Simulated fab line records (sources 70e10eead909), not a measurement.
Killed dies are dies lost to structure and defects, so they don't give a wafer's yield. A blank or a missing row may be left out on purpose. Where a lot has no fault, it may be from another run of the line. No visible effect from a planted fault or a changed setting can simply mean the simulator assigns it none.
fab line records    flow nand-harc
record: lots: 6  wafers: 18  last-day: 31
route steps=1302 shown A_CONTACT@1084 A_BLC@1107 END@1302
lots that met no fault: taken from a fault-free run of the same line
start-h: the number of hours between the record's first day and the start of the first shown wafer of the lot    wait-h: hours from the lot's prior step to this one    " unchanged from the row above    L1.1+2: one row covering several wafers at once    - no value, or no start was given    * or withheld: withheld    < > ~ a bound
route shown NAME@n: NAME is a module with steps in the file, n the number in the route of the first one    usual: mean/standard deviation taken from wafers without a fault    same: alike in all rows    chamber/n: place in a boat    sites: each site's reading    _std_site: their standard deviation    _edge_site: mean of outer sites minus mean of inner sites    radius-mm: how far each site lies from the wafer's centre    mask NAME#n: copy n    behind: tool/chamber where the wafer was last shaped    hold: the reason the lot was held/the length of the hold in hours/how it ended    device: the transistor (n, p or np) that didn't switch    end of line: the route-end tests of the same wafers    for a step that has no rows: nothing shown but its recipe    killed: at the first sort, the dies lost to defects and structure; wafer yield is something else    map: the dies of a wafer, with x for killed, . for not killed, _ for no die there
set.NAME: the setting as run; set.NAME@STEP: as run at that earlier step    model.NAME: the simulator's own value behind a step, which no gauge read
lots seen at some steps along the route; tables by step, rows by wafer
services: from which hour (start-h, from the record's first day; less than 0 if before it) a tool's chamber was out of use, for how many hours, and why
== steps ==
step: NHARC_A_CONTACT_ETCH_30
recipe: target-depth-a: 726  time-s: 36.3  cf4-flow-sccm: 100  chf3-flow-sccm: 30  ar-flow-sccm: 0  rf-w: 500  bias-w: 200  chemistry: CF4/CHF3
step: NHARC_A_CONTACT_ETCH_31
recipe: target-depth-a: 28000  over-etch-frac: 0.3  time-s: 728  ion-energy-ev: 150  o2-flow-sccm: 400  cos-flow-sccm: 20  ar-flow-sccm: 0  rf-w: 500  bias-w: 300  chemistry: O2/COS
step: NHARC_A_CONTACT_ETCH_134
recipe: source-w: withheld  pressure-mtorr: 20  bias-v: withheld  time-s: 140  target-depth-a: 7000  ar-flow-sccm: withheld  c4f8-flow-sccm: withheld  o2-flow-sccm: withheld  chemistry: C4F8/O2/Ar
step: NHARC_A_CONTACT_ETCH_135
recipe: source-w: withheld  pressure-mtorr: 20  bias-v: 1200  time-s: 311  target-depth-a: 19120  ar-flow-sccm: withheld  c4f8-flow-sccm: withheld  o2-flow-sccm: withheld  chemistry: C4F8/O2/Ar
usual: chamber-pressure-mTorr: 20.000/0.018
lot.wafer  tool             chamber  start-h  wait-h  chamber-pressure-mTorr  rf-hours-counter-h
L560.1     har-cap-etch-03  0        521.42   0.2     19.995                  46
L560.5     "                1        "        "       19.974                  -
L560.6     "                0        "        "       20.019                  -
L561.3     har-cap-etch-01  1        523.46   0.2     19.979                  -
L561.5     "                1        "        "       20.012                  -
L561.6     "                0        "        "       20.008                  -
L564.2     har-cap-etch-02  0        559.71   0.2     19.997                  96
L564.4     "                1        "        "       19.984                  -
L564.5     "                0        "        "       20.012                  -
L575.1     har-cap-etch-01  1        648.75   0.2     20.024                  25
L575.2     "                0        "        "       20.004                  25
L575.4     "                0        "        "       19.967                  -
L578.1     har-cap-etch-03  1        689.69   0.2     20.009                  74
L578.3     "                1        "        "       20.023                  -
L578.5     "                0        "        "       20.016                  -
L576.2     har-cap-etch-02  1        693.36   0.2     19.996                  120
L576.1     "                0        "        "       19.991                  120
L576.3     "                0        "        "       19.981                  -
step: NHARC_A_CONTACT_ETCH_136
recipe: source-w: withheld  pressure-mtorr: 20  bias-v: 1200  time-s: 311  target-depth-a: 19120  ar-flow-sccm: withheld  c4f8-flow-sccm: withheld  o2-flow-sccm: withheld  chemistry: C4F8/O2/Ar
step: NHARC_A_CONTACT_ETCH_137
recipe: source-w: withheld  pressure-mtorr: 20  bias-v: 1200  time-s: 311  target-depth-a: 19120  ar-flow-sccm: withheld  c4f8-flow-sccm: withheld  o2-flow-sccm: withheld  chemistry: C4F8/O2/Ar
step: NHARC_A_CONTACT_ETCH_138
recipe: source-w: withheld  pressure-mtorr: 20  bias-v: 1200  time-s: 311  target-depth-a: 19140  ar-flow-sccm: withheld  c4f8-flow-sccm: withheld  o2-flow-sccm: withheld  chemistry: C4F8/O2/Ar
step: NHARC_A_CONTACT_ETCH_139
recipe: source-w: withheld  pressure-mtorr: 20  bias-v: 400  time-s: 195  target-depth-a: 8400  ar-flow-sccm: withheld  c4f8-flow-sccm: 11.5  o2-flow-sccm: 7.2  chemistry: C4F8/O2/Ar
step: NHARC_A_CONTACT_ETCH_92
recipe: target-depth-a: 400  over-etch-frac: 0.5  time-s: 85.7  ion-energy-ev: 120  ch3f-flow-sccm: 50  o2-flow-sccm: 30  ar-flow-sccm: 200  rf-w: 500  bias-w: 100  chemistry: CH3F/O2
usual: ch3f-flow-sccm: 50.03/0.14  chamber-pressure-mTorr: 24.999/0.026  drypump-motor-current-A: 5.8/0.5  oes-product-au: 0.933/0.02  rf-vpp-V: 244.3/1.6  showerhead-plenum-p-Torr: 2.45/0.097  throttle-valve-pct: 20.663/0.0088
lot.wafer  tool         chamber  start-h  wait-h  ch3f-flow-sccm  chamber-pressure-mTorr  drypump-motor-current-A  oes-product-au  rf-hours-counter-h  rf-vpp-V  showerhead-plenum-p-Torr  throttle-valve-pct
L560.1     rie-diel-08  2        523.06   0.5     50.14           24.959                  6.2                      0.919           30                  245.1     2.56                      20.660
L560.5     "            0        "        "       50.14           24.983                  5.7                      0.933           -                   243.7     2.36                      20.659
L560.6     "            1        "        "       50.00           25.010                  6.2                      0.932           -                   243.6     2.36                      20.663
L561.3     rie-diel-08  2        525.06   0.5     49.91           25.032                  6.2                      0.924           30                  246.2     2.56                      20.685
L561.5     "            3        "        "       49.99           25.020                  5.3                      0.925           -                   245.1     2.57                      20.662
L561.6     "            0        "        "       50.07           24.992                  5.7                      0.931           -                   242.2     2.36                      20.651
L564.4     rie-diel-08  0        561.48   0.4     49.75           25.005                  5.8                      0.941           1                   242.8     2.36                      20.669
L564.2     "            1        "        "       50.10           25.001                  6.2                      0.924           2                   243.5     2.36                      20.656
L564.5     "            2        "        "       49.83           24.992                  6.2                      0.938           -                   246.9     2.56                      20.660
L575.4     rie-diel-08  0        650.40   0.4     50.00           24.976                  5.7                      0.928           16                  243.7     2.35                      20.655
L575.1     "            2        "        "       50.06           25.042                  6.2                      0.904           15                  244.1     2.55                      20.662
L575.2     "            3        "        "       50.04           25.017                  5.3                      0.919           17                  245.5     2.56                      20.664
L578.1     rie-diel-08  0        691.29   0.5     50.06           25.014                  5.7                      1.008           23                  242.1     2.35                      20.658
L578.3     "            3        "        "       49.72           24.984                  5.2                      1.005           24                  246.2     2.56                      20.665
L578.5     "            0        "        "       50.00           24.974                  5.7                      1.004           -                   243.2     2.35                      20.671
L576.3     rie-diel-08  3        695.00   0.4     49.98           25.011                  5.2                      0.975           24                  244.6     2.56                      20.658
L576.1     "            1        "        "       50.03           24.988                  6.2                      0.943           19                  243.3     2.35                      20.654
L576.2     "            2        "        "       50.05           25.000                  6.2                      0.944           20                  246.3     2.55                      20.668
step: NHARC_A_CONTACT_ETCH_98
recipe: target-depth-a: 200  over-etch-frac: 0.5  time-s: 10  ion-energy-ev: 250  c4f6-flow-sccm: 25  o2-flow-sccm: 20  ar-flow-sccm: 500  rf-w: 600  bias-w: 500  chemistry: C4F6/O2
usual: chamber-pressure-mTorr: 29.994/0.027  drypump-motor-current-A: 5.8/0.5  oes-product-au: 0.955/0.017  rf-vpp-V: 546/3.1  showerhead-plenum-p-Torr: 3.91/0.15  throttle-valve-pct: 26.904/0.0094
lot.wafer  tool         chamber  start-h  wait-h  chamber-pressure-mTorr  drypump-motor-current-A  oes-product-au  rf-hours-counter-h  rf-vpp-V  showerhead-plenum-p-Torr  throttle-valve-pct
L560.1     rie-diel-08  2        -        -       29.968                  6.2                      0.935           30                  550       4.07                      26.899
L560.5     "            1        "        "       30.002                  6.2                      0.958           -                   544       3.77                      26.913
L560.6     "            2        "        "       30.017                  6.2                      0.951           -                   549       4.07                      26.908
L561.3     rie-diel-08  3        -        -       29.990                  5.3                      0.954           26                  550       4.09                      26.893
L561.6     "            3        "        "       29.996                  5.2                      0.955           -                   550       4.09                      26.898
L561.5     "            0        "        "       30.000                  5.8                      0.960           -                   545       3.78                      26.912
L564.4     rie-diel-08  2        -        -       29.941                  6.2                      0.950           1                   551       4.07                      26.902
L564.2     "            3        "        "       30.008                  5.2                      0.951           1                   550       4.09                      26.894
L564.5     "            2        "        "       30.011                  6.2                      0.955           -                   551       4.07                      26.903
L575.1     rie-diel-08  1        -        -       30.006                  6.2                      0.954           14                  543       3.77                      26.909
L575.2     "            2        "        "       30.015                  6.2                      0.930           15                  549       4.06                      26.907
L575.4     "            3        "        "       29.985                  5.3                      0.943           17                  551       4.08                      26.918
L578.1     rie-diel-08  1        -        -       29.948                  6.2                      0.999           19                  544       3.76                      26.911
L578.3     "            2        "        "       30.014                  6.2                      0.993           20                  550       4.06                      26.905
L578.5     "            1        "        "       29.969                  6.2                      1.004           -                   542       3.76                      26.896
L576.1     rie-diel-08  0        -        -       29.988                  5.7                      0.994           23                  543       3.76                      26.905
L576.2     "            2        "        "       30.010                  6.2                      0.949           20                  551       4.06                      26.913
L576.3     "            3        "        "       30.012                  5.2                      0.993           24                  548       4.08                      26.923
step: NHARC_A_CONTACT_CD_MEAS_15
usual: cd-nm: 189.9/0.77
lot.wafer  tool       chamber  start-h  wait-h  cd-nm
L560.1     cd-sem-02  -        523.25   -       190.7
L560.5     "          -        "        "       189.2
L560.6     "          -        "        "       190.3
L561.3     cd-sem-01  -        525.24   -       191.1
L561.5     "          -        "        "       190.2
L561.6     "          -        "        "       190.2
L564.2     cd-sem-03  -        561.67   -       189.5
L564.4     "          -        "        "       189.6
L564.5     "          -        "        "       189.6
L575.1     cd-sem-02  -        650.62   -       188.9
L575.2     "          -        "        "       189.9
L575.4     "          -        "        "       189.4
L578.1     cd-sem-02  -        691.51   -       188.8
L578.3     "          -        "        "       189.5
L578.5     "          -        "        "       188.6
L576.1     cd-sem-03  -        695.22   -       188.9
L576.2     "          -        "        "       188.6
L576.3     "          -        "        "       189.7
step: NHARC_A_CONTACT_STRIP_107
recipe: n2-flow-sccm: 150  h2-flow-sccm: 150  ar-flow-sccm: 0  bias-w: 0  chemistry: N2/H2
step: NHARC_A_CONTACT_STRIP_108
recipe: cf4-flow-sccm: 100  chf3-flow-sccm: 30  ar-flow-sccm: 0  bias-w: 0  chemistry: CF4/CHF3
lot.wafer   tool         chamber  start-h  wait-h
L560.1+5+6  rie-diel-09  2,0,1    523.42   0.1
L561.3+5+6  rie-diel-08  0,0,1    525.43   0.1
L564.4+2+5  rie-diel-13  1,3,1    561.84   0.1
L575.1+4+2  rie-diel-09  2,3,0    650.79   0.1
L578.1+3+5  rie-diel-08  1,2,0    691.69   0.1
L576.3+2+1  rie-diel-08  1,2,0    695.57   0.1
step: NHARC_A_CONTACT_STRIP_109
recipe: o2-flow-sccm: 400  cos-flow-sccm: 20  ar-flow-sccm: 0  bias-w: 0  chemistry: O2/COS
step: NHARC_A_CONTACT_ETCH_110
recipe: target-depth-a: 600  overetch-a: 60  time-s: 33  ion-energy-ev: 100  cf4-flow-sccm: 80  o2-flow-sccm: 20  ar-flow-sccm: 0  rf-w: 300  bias-w: 100  chemistry: CF4/O2
step: NHARC_A_CONTACT_STRIP_26
recipe: o2-flow-sccm: 500  ar-flow-sccm: 0  bias-w: 0  chemistry: O2
step: NHARC_A_CONTACT_STRIP_27
recipe: time-s: 600  temp-c: 30  chemistry: post-etch-residue-remover
step: NHARC_A_CONTACT_ALD_18
recipe: target-thk-a: 30  pulse-time-s: 1  ald-cycles: 150  temp-c: 450  material: TiN
step: NHARC_A_CONTACT_CVD_19
recipe: target-thk-a: 3000  temp-c: 300  pressure-torr: 40  wf6-flow-sccm: 40  h2-flow-sccm: 1600  ar-flow-sccm: 1560  time-s: 802  material: W
usual: heater-power-w: 460/27  throttle-valve-pct: 7.86/0.27
lot.wafer  tool      chamber  start-h  wait-h  heater-power-w  throttle-valve-pct
L560.1     cvd-w-01  0        -        -       449             8.13
L560.5     "         1        "        "       496             7.26
L560.6     "         0        "        "       441             8.01
L561.3     cvd-w-02  1        -        -       417             7.97
L561.5     "         1        "        "       440             8.30
L561.6     "         0        "        "       485             7.86
L564.2     cvd-w-02  0        -        -       474             7.74
L564.4     "         0        "        "       487             7.78
L564.5     "         0        "        "       497             7.96
L575.1     cvd-w-02  0        -        -       470             7.86
L575.2     "         1        "        "       434             7.97
L575.4     "         0        "        "       466             8.02
L578.1     cvd-w-02  0        -        -       460             8.02
L578.3     "         0        "        "       461             7.91
L578.5     "         0        "        "       451             7.92
L576.1     cvd-w-02  0        -        -       466             8.09
L576.2     "         1        "        "       422             7.83
L576.3     "         0        "        "       473             7.71
step: NHARC_A_CONTACT_CMP_20
recipe: t-overpolish-s: 30  target-thk-nm: 300
usual: motor-current-A: 11.5/1.4  overpolish-run-s: 30.000/0.0092  slurry-filter-dp-kPa: 13.49/0.13  time-to-endpoint-s: 59/4.4
lot.wafer  tool    chamber  start-h  wait-h  motor-current-A  overpolish-run-s  slurry-filter-dp-kPa  time-to-endpoint-s
L560.1     cmp-02  3        525.35   0.7     9.7              29.998            13.58                 58
L560.6     "       0        "        "       10.4             30.005            13.55                 56
L560.5     "       1        "        "       12.4             30.001            13.59                 65
L561.3     cmp-02  3        527.35   0.5     10.6             29.999            13.43                 59
L561.6     "       2        "        "       12.5             30.009            13.56                 54
L561.5     "       3        "        "       10.6             30.001            13.30                 59
L564.2     cmp-02  2        563.71   0.8     11.9             30.014            13.65                 51
L564.4     "       0        "        "       9.6              30.010            13.56                 56
L564.5     "       2        "        "       12.3             30.004            13.75                 52
L575.1     cmp-02  0        652.68   0.8     10.4             30.002            13.29                 57
L575.2     "       1        "        "       12.1             29.994            13.51                 61
L575.4     "       3        "        "       10.0             30.003            13.48                 57
L578.1     cmp-03  3        693.56   0.7     9.2              30.009            13.68                 48
L578.3     "       1        "        "       12.4             29.993            13.59                 61
L578.5     "       3        "        "       9.7              30.005            13.50                 50
L576.1     cmp-02  3        698.05   0.8     10.4             30.009            13.35                 60
L576.2     "       0        "        "       10.4             30.006            13.41                 61
L576.3     "       2        "        "       12.5             30.009            13.42                 54
step: NHARC_A_CONTACT_SRD_22
step: NHARC_A_BLC_DEHYDRATE_00
recipe: temp-c: 150  time-s: 120
step: NHARC_A_BLC_HMDS_01
recipe: time-s: 30
step: NHARC_A_BLC_COAT_02
recipe: temp-c: 260  time-s: 75
step: NHARC_A_BLC_COAT_03
recipe: temp-c: 225  time-s: 65
step: NHARC_A_BLC_COAT_04
recipe: spin-rpm: 1500  resist-thk-nm: 90
step: NHARC_A_BLC_SOFTBAKE_05
recipe: temp-c: 105  time-s: 55
step: NHARC_A_BLC_EBR_06
step: NHARC_A_BLC_EXPOSE_07
recipe: na: 1.35  target-cd-nm: 100  dose-mj: 67.97  mask-id: A_BLC
step: NHARC_A_BLC_PEB_08
recipe: peb-temp-c: 100  peb-time-s: 65
step: NHARC_A_BLC_DEVELOP_09
recipe: develop-time-s: 35  dev-temp-c: 23
step: NHARC_A_BLC_CD_MEAS_10
recipe: target-cd-nm: 100  landing-energy-ev: 500
usual: cd-nm: 100.0/0.64
lot.wafer  tool       chamber  start-h  wait-h  cd-nm
L560.1     cd-sem-02  0        526.06   -       99.2
L560.5     "          0        "        "       100.3
L560.6     "          0        "        "       100.4
L561.3     cd-sem-03  0        528.12   -       99.3
L561.5     "          0        "        "       99.9
L561.6     "          0        "        "       99.1
L564.2     cd-sem-01  0        564.60   -       99.7
L564.4     "          0        "        "       99.2
L564.5     "          0        "        "       100.6
L575.1     cd-sem-02  0        653.59   -       99.7
L575.2     "          0        "        "       99.4
L575.4     "          0        "        "       99.8
L578.1     cd-sem-02  0        694.45   -       101.0
L578.3     "          0        "        "       100.3
L578.5     "          0        "        "       100.0
L576.1     cd-sem-01  0        698.95   -       99.9
L576.2     "          0        "        "       100.2
L576.3     "          0        "        "       99.5
step: NHARC_A_BLC_OVL_MEAS_11
usual: overlay-x-nm: 0.0/0.78  overlay-y-nm: -0.2/1
lot.wafer  tool        chamber  start-h  wait-h  overlay-x-nm  overlay-y-nm
L560.1     overlay-01  -        526.14   -       0.4           -0.7
L560.5     "           -        "        "       0.6           -0.9
L560.6     "           -        "        "       0.2           -1.1
L561.3     overlay-02  -        528.20   -       0.6           -2.0
L561.5     "           -        "        "       0.5           -2.3
L561.6     "           -        "        "       0.2           -2.2
L564.2     overlay-02  -        564.69   -       0.3           0.5
L564.4     "           -        "        "       0.2           0.4
L564.5     "           -        "        "       0.7           0.5
L575.1     overlay-02  -        653.68   -       -1.7          0.6
L575.2     "           -        "        "       -1.9          0.3
L575.4     "           -        "        "       -1.1          0.5
L578.1     overlay-02  -        694.54   -       0.3           0.5
L578.3     "           -        "        "       0.3           0.9
L578.5     "           -        "        "       0.5           0.1
L576.1     overlay-01  -        699.04   -       0.9           -0.4
L576.2     "           -        "        "       0.3           0.1
L576.3     "           -        "        "       0.6           -0.2
step: NHARC_A_BLC_DESCUM_15
recipe: time-s: 3  o2-flow-sccm: 200  ar-flow-sccm: 0  bias-power-w: 0  chemistry: O2
step: NHARC_A_BLC_ETCH_16
recipe: target-depth-a: 390  over-etch-frac: 0.3  time-s: 65  ion-energy-ev: 80  cf4-flow-sccm: 150  ar-flow-sccm: 0  rf-w: 300  bias-w: 100  chemistry: CF4
step: NHARC_A_BLC_ETCH_17
recipe: target-depth-a: 3900  over-etch-frac: 0.25  time-s: 609.38  ion-energy-ev: 200  n2-flow-sccm: 150  h2-flow-sccm: 150  ar-flow-sccm: 0  rf-w: 400  bias-w: 150  chemistry: N2/H2
step: NHARC_A_BLC_ETCH_18
recipe: target-depth-a: 9100  c4f8-flow-sccm: 20  o2-flow-sccm: 10  ar-flow-sccm: withheld  rf-w: 600  bias-w: 1500  chemistry: C4F8/O2/Ar
step: NHARC_A_BLC_CD_MEAS_19
usual: cd-nm: 100/3.3
lot.wafer  tool       chamber  start-h  wait-h  cd-nm
L560.1     cd-sem-02  -        527.20   -       100
L560.5     "          -        "        "       96
L560.6     "          -        "        "       98
L561.3     cd-sem-02  -        529.28   -       101
L561.5     "          -        "        "       104
L561.6     "          -        "        "       100
L564.2     cd-sem-02  -        565.75   -       97
L564.4     "          -        "        "       95
L564.5     "          -        "        "       96
L575.1     cd-sem-02  -        654.74   -       98
L575.2     "          -        "        "       93
L575.4     "          -        "        "       104
L578.1     cd-sem-02  -        695.60   -       103
L578.3     "          -        "        "       103
L578.5     "          -        "        "       99
L576.1     cd-sem-01  -        700.14   -       102
L576.2     "          -        "        "       108
L576.3     "          -        "        "       96
step: NHARC_A_BLC_STRIP_29
recipe: cf4-flow-sccm: 150  ar-flow-sccm: 0  bias-w: 0  chemistry: CF4
step: NHARC_END_SORT_01
recipe: temp-c: 25
usual: killed-at-array: 52/19  killed-at-other: 0.9/1.3  killed-at-periphery: 4/3.1  killed-dies: 57/18  killed-open: 3.2/1.7  killed-short: 2.3/1.4
same: gross-dies: 677
lot.wafer  tool       chamber  start-h  wait-h  killed-at-array  killed-at-other  killed-at-periphery  killed-dies  killed-open  killed-short
L560.1     prober-02  0        568.83   2.5     29               0                6                    35           1            3
L560.5     prober-02  0        572.03   3.7     28               1                7                    36           0            4
L560.6     prober-02  0        572.83   4.0     47               0                5                    52           2            2
L578.1     prober-02  0        738.20   2.5     37               0                5                    42           3            5
L578.3     prober-02  0        739.80   3.1     54               0                2                    56           0            3
L578.5     prober-02  0        741.40   3.7     117              0                3                    120          2            5
L576.1     prober-01  0        745.87   2.5     109              0                0                    109          1            2
L576.2     prober-01  0        746.67   2.8     37               0                8                    45           3            2
L576.3     prober-01  0        747.47   3.1     43               0                3                    46           4            1
killed by level:class
L560.1 A_CHANNEL_HOLE_D2:chamber-film-flake=12 A_SLIT:chamber-film-flake=10 P_STI:chamber-film-flake=4 A_WL_FILL:geometric-particle:short=2 P_CONTACT:chamber-film-flake=2 A_STAIRCASE:chamber-film-flake=2 A_CHANNEL_FILL_D1:geometric-particle:short=1 A_CONTACT:geometric-particle:open=1
L560.5 A_SLIT:chamber-film-flake=13 A_CHANNEL_HOLE_D2:chamber-film-flake=10 P_STI:chamber-film-flake=4 P_M0:geometric-particle:short=1 A_DECK1_JOINT:geometric-particle:short=1 A_CHANNEL_FILL_D2:geometric-particle:short=1 P_ZERO_WELL:chamber-film-flake=1 P_CONTACT:chamber-film-flake=1
L560.6 A_SLIT:chamber-film-flake=31 A_CHANNEL_HOLE_D2:chamber-film-flake=8 A_STAIRCASE:chamber-film-flake=3 P_STI:chamber-film-flake=2 A_CONTACT:chamber-film-flake=2 P_GATE:geometric-particle:short=1 P_CONTACT:geometric-particle:open=1 A_M0:geometric-particle:open=1
L578.1 A_SLIT:chamber-film-flake=16 A_CONTACT:chamber-film-flake=9 A_DECK1_JOINT:geometric-particle:short=2 A_ZERO_WELL:chamber-film-flake=2 A_CHANNEL_HOLE_D1:chamber-film-flake=2 P_GATE:geometric-particle:open=1 P_CONTACT:geometric-particle:short=1 P_M0:geometric-particle:open=1
L578.3 A_SLIT:chamber-film-flake=29 A_CONTACT:chamber-film-flake=11 A_CHANNEL_HOLE_D1:chamber-film-flake=7 A_CHANNEL_HOLE_D2:chamber-film-flake=3 A_ZERO_WELL:chamber-film-flake=2 P_GATE:geometric-particle:short=1 P_M0:geometric-particle:short=1 A_SGD_CUT:geometric-particle:short=1
L578.5 A_CONTACT:unspecified=67 A_SLIT:chamber-film-flake=32 A_CONTACT:chamber-film-flake=7 A_CHANNEL_HOLE_D1:chamber-film-flake=5 A_ONON_D1:geometric-particle:short=2 P_GATE:geometric-particle:open=1 P_GATE:geometric-particle:short=1 A_ONON_D2:geometric-particle:short=1
L576.1 A_CONTACT:unspecified=62 A_CHANNEL_HOLE_D2:chamber-film-flake=21 A_CHANNEL_HOLE_D1:chamber-film-flake=10 A_CONTACT:chamber-film-flake=7 A_WL_FILL:chamber-film-flake=3 A_SLIT:chamber-film-flake=2 A_CHANNEL_FILL_D1:geometric-particle:short=1 A_DECK1_JOINT:geometric-particle:open=1
L576.2 A_CHANNEL_HOLE_D2:chamber-film-flake=17 A_WL_FILL:chamber-film-flake=5 A_CONTACT:chamber-film-flake=5 A_SLIT:chamber-film-flake=4 P_GATE:chamber-film-flake=3 P_M1:chamber-film-flake=2 A_CHANNEL_HOLE_D1:chamber-film-flake=2 P_GATE:geometric-particle:open=1
L576.3 A_CHANNEL_HOLE_D2:chamber-film-flake=13 A_CHANNEL_HOLE_D1:chamber-film-flake=9 A_SLIT:chamber-film-flake=6 A_CONTACT:chamber-film-flake=4 A_DECK1_JOINT:chamber-film-flake=3 A_WL_FILL:chamber-film-flake=3 P_M1:geometric-particle:open=1 A_DECK1_JOINT:geometric-particle:open=1
map L576.1 (x killed, . not)
____________x____________
_________.xxxxx._________
_______x.xxxxx...._______
______..x.xxxxxxx..______
_____...xxxxxxxx...._____
____....xxxxxxx......____
____.....xxxxxx.x....____
___.....xxxxxxx.......___
___....x..xxxxx.......___
__......x.xxxxx........__
__......x..x.x....x....__
_................x......_
_..................x...._
_............x..x......._
_..........x..x........._
_..........xxxx.x......._
...........x.x...x.......
.............xxxx........
...........xxxxxx........
............x..x.........
..........x.xxx........x.
_........x.x..x........._
_......................._
_......................._
_..x......x............._
_......................._
__.....................__
__...........x.........__
___...x...............___
___..................x___
____..x...x..........____
____.................____
_____..............._____
______x.........x..______
_______.........x._______
_________......._________
____________.____________
map L578.5 (x killed, . not)
____________x____________
_________xxxxx.x_________
_______.xxxxxxxx.._______
______...xxxxxx.x..______
_____...xxxxxxxx...._____
____.....xxxxxxx.....____
____.....xxxxxxx.....____
___....xxxxxxxxxx.....___
___.....xxxxx.x.......___
__.....x.xxxxx.........__
__.........x..x........__
_......................._
_............x.........._
_.................x....._
_..........x...xx......._
_.........xxxxxx........_
...........x.x.xx....x...
...........xxx..........x
.....x.....x.xxx........x
.............xx.x....x...
...........x.xxxxx.......
_.x.x........xx.x......._
_.x....................._
_x..x........x.........._
_....x...x.............._
_x..x..................._
__.....................__
__.....................__
___.....x.............___
___...x...............___
____.................____
____.................____
_____..............._____
______.............______
_______.......x..._______
_________......._________
____________.____________
== services ==
tool             chamber  start-h  hours  kind
cvd-w-02         0        503.10   7.4    repair
cmp-02           -        516.15   5.3    repair
rie-diel-13      -        520.04   9.0    pm
cmp-02           -        527.90   4.0    pm
cmp-03           -        532.46   0.8    repair
rie-diel-08      -        544.80   9.0    pm
cvd-w-01         -        547.00   13.0   pm
cmp-02           -        550.02   6.1    repair
cvd-w-01         0        577.12   4.9    repair
rie-diel-09      2        577.28   8.8    repair
cmp-03           -        589.03   4.0    pm
rie-diel-08      2        599.04   6.1    repair
cmp-02           -        605.38   0.6    repair
cmp-03           -        606.57   1.5    repair
har-cap-etch-03  -        611.96   0.3    repair
cmp-02           -        625.90   4.0    pm
cvd-w-02         -        631.35   13.0   pm
rie-diel-08      1        631.41   7.6    repair
har-cap-etch-02  -        634.77   0.6    repair
rie-diel-09      -        671.61   1.7    repair
rie-diel-09      -        674.19   9.0    pm
rie-diel-13      3        677.78   3.1    repair
cmp-03           -        687.03   4.0    pm
rie-diel-13      -        697.04   9.0    pm
== key ==
first-sign: step: NHARC_END_SORT_01  reading: killed-at-array  direction: up  sigmas: 3.2  usual: 52  struck: 113
effect: step: NHARC_END_SORT_01  reading: killed-dies  direction: up  sigmas: 3.1  usual: 57  struck: 114
more-kills-born-at: NHARC_A_CONTACT_STRIP_108@rie-diel-08: 129
met-at NHARC_A_CONTACT_STRIP_108
struck-wafers L576.1,L578.5
tester-left-out L576,L578
onset-between 525.43 691.69
fault: kind: chamber-particle-source  tool: rie-diel-08  chamber: 0  onset-h: 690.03  steps: NHARC_A_CONTACT_STRIP_108  rate-per-visit-cm2: 0.45575  end-h: 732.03
tester-left-out: of these lots the tester's yield and bins aren't shown, on N5 and GAA mostly nor the transistor test; their killed dies are dies lost to structure and defects alone, not to doping, threshold or leakage, so they don't give the yield
